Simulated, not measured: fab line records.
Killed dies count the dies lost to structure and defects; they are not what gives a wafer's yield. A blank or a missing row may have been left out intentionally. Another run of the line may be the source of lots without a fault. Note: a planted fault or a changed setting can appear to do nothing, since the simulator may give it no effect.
Shared-tool check -- flow n5 finfet -- Sample size 9 lots and 27 wafers

== WHAT PROMPTED THE OPENING ==
2 of 9 lots carry a flag on the reading VT_P_LVT at N5_BEOL_M4_RC_MEAS_101. Wafers without a fault read -100 mV, standard deviation 3.3.
Rule: flag the lot when none of its wafers has a number, or when each of its wafers that has one lies beyond 4 standard deviations from that mean. As for the other lots, they are considered sound.

lot,measured,on,"VT_P_LVT (mV), wafer by wafer",flag
L205,day 8 02:58,prober-01,-98 -98 -98,
L209,day 9 04:34,prober-01,-99 -98 -100,
L208,day 9 07:14,prober-01,-101 -101 -102,
L212,day 9 12:13,prober-01,-100 -97 -98,
L214,day 10 05:30,prober-01,-121 -125 -127,FLAGGED
L218,day 11 04:51,prober-01,-116 -115 -115,FLAGGED
L224,day 12 19:14,prober-02,-103 -100 -100,
L225,day 13 02:19,prober-01,-97 -99 -97,
L227,day 13 22:43,prober-02,-99 -97 -99,
The numbers of the flagged lots are -120 mV on average: -20 mV against the usual, or -6 standard deviations.

== EACH LOT AND THE TOOL IT RAN ON ==
Before the reading, the record contains 4 process steps out of a 1938-step route. Every cell lists first the tool, next ch and the chambers used by the sampled wafers, and last the start.
lot,flag,N5_HKMG_FIN_HK_ANNEAL_02,N5_HKMG_FIN_STRIP_93,N5_HKMG_FIN_ALD_79,N5_HKMG_FIN_PWFM_ALD_03
L205,,"rtp anneal-01 ch 0, day 4 10:50","rie diel-03 ch 0,2, day 4 12:25","ald metal-03 ch 0,1,3, day 4 13:03","ald metal-02 ch 1,3, day 4 14:08"
L209,,"rtp anneal-02 ch 0, day 5 07:54","rie diel-03 ch 0,1,2, day 5 09:27","ald metal-03 ch 2,3, day 5 10:06","ald metal-03 ch 0,2, day 5 11:10"
L208,,"rtp anneal-02 ch 0, day 5 00:25","rie diel-05 ch 0,2,3, day 5 02:13","ald metal-03 ch 0,3, day 5 02:54","ald metal-01 ch 1,3, day 5 04:07"
L212,,"rtp anneal-01 ch 0, day 6 01:08","rie diel-03 ch 0,2,3, day 6 02:42","ald metal-03 ch 1,3, day 6 03:20","ald metal-01 ch 2,3, day 6 04:25"
L214,FLAGGED,"rtp anneal-02 ch 0, day 6 12:46","rie diel-03 ch 0,2,3, day 6 15:07","ald metal-03 ch 0,1,2, day 6 15:46","ald metal-02 ch 0,1,2, day 6 16:52"
L218,FLAGGED,"rtp anneal-01 ch 0, day 7 12:19","rie diel-03 ch 0,2,3, day 7 13:52","ald metal-03 ch 1,2, day 7 14:31","ald metal-03 ch 0,1,3, day 7 15:35"
L224,,"rtp anneal-01 ch 0, day 9 03:37","rie diel-06 ch 0,1,3, day 9 05:01","ald metal-01 ch 1,2, day 9 05:39","ald metal-03 ch 0,1, day 9 07:02"
L225,,"rtp anneal-01 ch 0, day 9 04:56","rie diel-05 ch 2,3, day 9 06:33","ald metal-02 ch 0,1,2, day 9 07:11","ald metal-03 ch 1,2,3, day 9 08:16"
L227,,"rtp anneal-01 ch 0, day 9 16:13","rie diel-03 ch 1,2,3, day 9 17:53","ald metal-02 ch 0,1,2, day 9 18:32","ald metal-02 ch 0,1, day 9 19:45"
What these steps do:
- N5_HKMG_FIN_HK_ANNEAL_02: time 30 s.
- N5_HKMG_FIN_STRIP_93: strips SOC in N2/H2, time 20 s.
- N5_HKMG_FIN_ALD_79: deposits TiN, target thk 1.5 nm, pulse time 1 s, purge time 3 s.
- N5_HKMG_FIN_PWFM_ALD_03: deposits TiN, target thk 2 nm, pulse time 1 s, purge time 3 s.
- N5_BEOL_M4_RC_MEAS_101

== FLAGGED OVER TOTAL, TOOL BY TOOL (the gauges that took the reading come last) ==
step,tool,lots run,flagged,share of the flagged lots,sound lots run after its first flagged lot
N5_HKMG_FIN_HK_ANNEAL_02,rtp anneal-01,6,1,some,"3 (L224,L225,L227)"
N5_HKMG_FIN_HK_ANNEAL_02,rtp anneal-02,3,1,some,0
N5_HKMG_FIN_STRIP_93,rie diel-03,6,2,all,1 (L227)
N5_HKMG_FIN_STRIP_93,rie diel-05,2,0,none,-
N5_HKMG_FIN_STRIP_93,rie diel-06,1,0,none,-
N5_HKMG_FIN_ALD_79,ald metal-01,1,0,none,-
N5_HKMG_FIN_ALD_79,ald metal-02,2,0,none,-
N5_HKMG_FIN_ALD_79,ald metal-03,6,2,all,0
N5_HKMG_FIN_PWFM_ALD_03,ald metal-01,2,0,none,-
N5_HKMG_FIN_PWFM_ALD_03,ald metal-02,3,1,some,1 (L227)
N5_HKMG_FIN_PWFM_ALD_03,ald metal-03,4,1,some,"2 (L224,L225)"
N5_BEOL_M4_RC_MEAS_101,prober-01,7,2,all,1 (L225)
N5_BEOL_M4_RC_MEAS_101,prober-02,2,0,none,-

== WHAT THE TABLE ALLOWS ==
Every flagged lot was run by 3 rows of the table: rie diel-03 at N5_HKMG_FIN_STRIP_93, ald metal-03 at N5_HKMG_FIN_ALD_79 and prober-01 at N5_BEOL_M4_RC_MEAS_101.
- rie diel-03 at N5_HKMG_FIN_STRIP_93 ran 6 lots, 2 of them flagged. Lots that were sound ran on it after the first flagged one (L227); a persistent fault on the entire tool would not allow that.
- ald metal-03 at N5_HKMG_FIN_ALD_79 ran 6 lots, 2 of them flagged. It ran its last sound lot, L212, at day 6 03:20 and its first flagged lot, L214, at day 6 15:46: a fault with its onset between the two fits.
- prober-01 at N5_BEOL_M4_RC_MEAS_101 ran 7 lots, 2 of them flagged. Lots that were sound ran on it after the first flagged one (L225); a persistent fault on the entire tool would not allow that.
ald metal-03 at N5_HKMG_FIN_ALD_79 is the single tool remaining.

== WHAT THE SIMULATOR HAD INSERTED ==
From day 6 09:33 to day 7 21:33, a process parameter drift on ald metal-03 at N5_HKMG_FIN_ALD_79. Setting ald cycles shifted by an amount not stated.
Lots struck among those shown: L214, L218. The rule above reached the same finding.
